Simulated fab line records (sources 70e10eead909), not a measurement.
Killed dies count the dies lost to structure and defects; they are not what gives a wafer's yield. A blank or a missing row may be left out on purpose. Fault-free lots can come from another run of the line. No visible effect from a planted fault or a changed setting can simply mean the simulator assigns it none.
A struck lot beside a sound one ; flow nandHarc ; 35 steps out of a route of 1302
Sound: these wafers, L890.1, L890.2, L890.6. The struck wafers were L887.2, L887.3, L887.5. The cause comes at the end.
For every step that has rows: the tool of each side, followed by ch and its chambers, followed by its first start. Under that, the readings that differ: sound wafers ; struck wafers ; difference of the means ; sigmas: that difference in standard deviations of wafers without a fault.
alike: same words and numbers on both sides, and readings whose means sit less than 2 such deviations apart. not compared: any withheld reading, any reading some wafer has no value for, any bound like >300 that may hide the same value, and any number with overlapping values for which the record gives no deviation.
The two part at a step that has a row with sigmas, a row that says differs or no value, or rows on one side only. Numbers that don't overlap but have no deviation are shown without sigmas and don't part them. A reading that every wafer of one side lacks parts them only if that side has two wafers or more.

first, 5 steps without rows for these wafers: NHARC_A_CHANNEL_HOLE_D2_SOFTBAKE_05 (time 55 s); NHARC_A_CHANNEL_HOLE_D2_EBR_06; NHARC_A_CHANNEL_HOLE_D2_EXPOSE_07 (exposes mask HOLE D2, target cd 100 nm); NHARC_A_CHANNEL_HOLE_D2_PEB_08 (peb time 65 s); NHARC_A_CHANNEL_HOLE_D2_DEVELOP_09 (develop time 35 s).
NHARC_A_CHANNEL_HOLE_D2_CD_MEAS_10: the cd target is 100 nm.
  sound on cdSem-02 ch 0, day 21 01:40; struck on cdSem-01 ch 0, day 19 17:11
  alike: cdNm
NHARC_A_CHANNEL_HOLE_D2_OVL_MEAS_11:
  sound on overlay-01, day 21 01:46; struck on overlay-02, day 19 17:16
reading;sound;struck;difference;sigmas
overlayYNm (nm);0.4 0.8 0.3;-1.7 -2.4 -1.5;-2.4;-3
  alike: overlayXNm
NHARC_A_CHANNEL_HOLE_D2_INSPECT_12:
  sound on defectInspect-01, day 21 01:48; struck on defectInspect-01, day 19 17:18
  alike: rawDefectCount
then, 4 steps without rows for these wafers: NHARC_A_CHANNEL_HOLE_D2_DESCUM_15 (chemistry O2, time 3 s); NHARC_A_CHANNEL_HOLE_D2_ETCH_38 (etches the open film in CF4, target depth 39 nm, time 65 s); NHARC_A_CHANNEL_HOLE_D2_ETCH_39 (etches the open film in N2/H2, target depth 260 nm, time 325 s); NHARC_A_CHANNEL_HOLE_D2_ETCH_34 (etches the open film in CF4/CHF3, target depth 154 nm, time 77 s).
NHARC_A_CHANNEL_HOLE_D2_ETCH_16: etches the open film in O2/COS, target depth 3100 nm, time 806 s.
  sound on rieDiel-09 ch 0,1,3, day 21 02:30; struck on rieDiel-08 ch 0,3, day 19 18:20
  alike: drypumpMotorCurrentA, oesProductAu, rfVppV, showerheadPlenumPTorr, throttleValvePct
  not compared: rfHoursCounterH
NHARC_A_CHANNEL_HOLE_D2_CD_MEAS_18:
  sound on cdSem-01, day 21 02:58; struck on cdSem-03, day 19 18:55
  alike: cdNm
then, 1 step without rows for these wafers: NHARC_A_CHANNEL_HOLE_D2_ETCH_19 (etches the open film in C4F8/O2/Ar, time 34.5 s).
NHARC_A_CHANNEL_HOLE_D2_ETCH_20: etches the open film in C4F8/O2/Ar, time 361.9 s, target depth 1600 nm.
  sound on harEtch-02 ch 0,1, day 21 05:34; struck on harEtch-01 ch 1, day 19 21:22
reading;sound;struck;difference;sigmas
drypumpMotorCurrentA (A);4.9 5.6 4.9;5.9 5.8 5.8;+0.7;+2
  alike: showerheadPlenumPTorr, tempC, throttleValvePct
  not compared: rfHoursCounterH
then, 4 steps without rows for these wafers: NHARC_A_CHANNEL_HOLE_D2_ETCH_21 (etches the open film in C4F8/O2/Ar, time 514.3 s, target depth 1600 nm); NHARC_A_CHANNEL_HOLE_D2_ETCH_22 (etches the open film in C4F8/O2/Ar, time 666.7 s, target depth 1600 nm); NHARC_A_CHANNEL_HOLE_D2_ETCH_23 (etches the open film in C4F8/O2/Ar, time 819 s, target depth 1600 nm); NHARC_A_CHANNEL_HOLE_D2_ETCH_24 (etches the open film in C4F8/O2/Ar, time 906.2 s, target depth 1500 nm).
NHARC_A_CHANNEL_HOLE_D2_ETCH_25: etches the open film in C4F8/O2/Ar, time 1040.2 s, target depth 1500 nm.
  sound on harEtch-02 ch 0,1, day 21 08:22; struck on harEtch-01 ch 1, day 20 00:08
reading;sound;struck;difference;sigmas
drypumpMotorCurrentA (A);4.9 5.6 4.9;5.9 5.9 5.9;+0.8;+2
  alike: showerheadPlenumPTorr, tempC, throttleValvePct
  not compared: rfHoursCounterH
then, 1 step without rows for these wafers: NHARC_A_CHANNEL_HOLE_D2_ETCH_26 (etches the open film in C4F8/O2/Ar, time 224.1 s, target depth 300 nm).
NHARC_A_CHANNEL_HOLE_D2_ETCH_27: etches the open film in C4F8/O2/Ar, time 90 s, target depth 400 nm.
  sound on harEtch-02 ch 0,1, day 21 09:26; struck on harEtch-01 ch 1, day 20 01:12
  alike: drypumpMotorCurrentA, showerheadPlenumPTorr, tempC, throttleValvePct
  not compared: rfHoursCounterH
then, 4 steps without rows for these wafers: NHARC_A_CHANNEL_HOLE_D2_STRIP_41 (strips in N2/H2); NHARC_A_CHANNEL_HOLE_D2_STRIP_42 (strips in CF4/CHF3); NHARC_A_CHANNEL_HOLE_D2_STRIP_43 (strips in O2/COS); NHARC_A_CHANNEL_HOLE_D2_ETCH_44 (etches the open film in CF4/O2, target depth 140 nm, overetch 14 nm, time 77 s).
NHARC_A_CHANNEL_HOLE_D2_STRIP_28: strips in O2.
  sound: rieDiel-09 ch 0,1,2; struck: rieDiel-08 ch 0,1,2
  alike: drypumpMotorCurrentA, oesProductAu, rfVppV, showerheadPlenumPTorr, throttleValvePct
  not compared: rfHoursCounterH
then, 2 steps without rows for these wafers: NHARC_A_CHANNEL_HOLE_D2_PRECLEAN_29 (cleans in SC1); NHARC_A_CHANNEL_HOLE_D2_SRD_30.
NHARC_A_CHANNEL_HOLE_D2_CD_MEAS_31:
  sound on cdSem-02, day 21 10:59; struck on cdSem-01, day 20 02:45
  alike: cdNm
NHARC_A_CHANNEL_HOLE_D2_XSEM_32:
  sound on xsem-02 ch 0, day 21 11:05; struck on xsem-02 ch 0, day 20 02:50
reading;sound;struck;difference;sigmas
bowNm (nm);8.08 8.06 7.98;8.59 8.66 8.51;+0.55;+2
  alike: botCdNm, tiltDeg
NHARC_A_CHANNEL_HOLE_D2_INSPECT_40:
  sound on defectInspect-02, day 21 11:10; struck on defectInspect-01, day 20 02:56
reading;sound;struck;difference;sigmas
rawDefectCount;217 251 156;805 759 842;+594;+7
then, 1 step without rows for these wafers: NHARC_A_CHANNEL_FILL_D2_PRECLEAN_00 (cleans in SC1).
-- record jumps: 10 days between struck wafers' starts before vs after; left off in module A_CHANNEL_FILL_D2, resumes in module END, first step shown is number 1302 of the route --
NHARC_END_SORT_01:
  here the record holds rows for the struck wafers (prober-02 ch 0, day 30 10:27) but none for the sound ones

WHERE THEY PART
Earliest at NHARC_A_CHANNEL_HOLE_D2_OVL_MEAS_11; latest, in this record, at NHARC_END_SORT_01.

WHY: whatever the simulator had introduced
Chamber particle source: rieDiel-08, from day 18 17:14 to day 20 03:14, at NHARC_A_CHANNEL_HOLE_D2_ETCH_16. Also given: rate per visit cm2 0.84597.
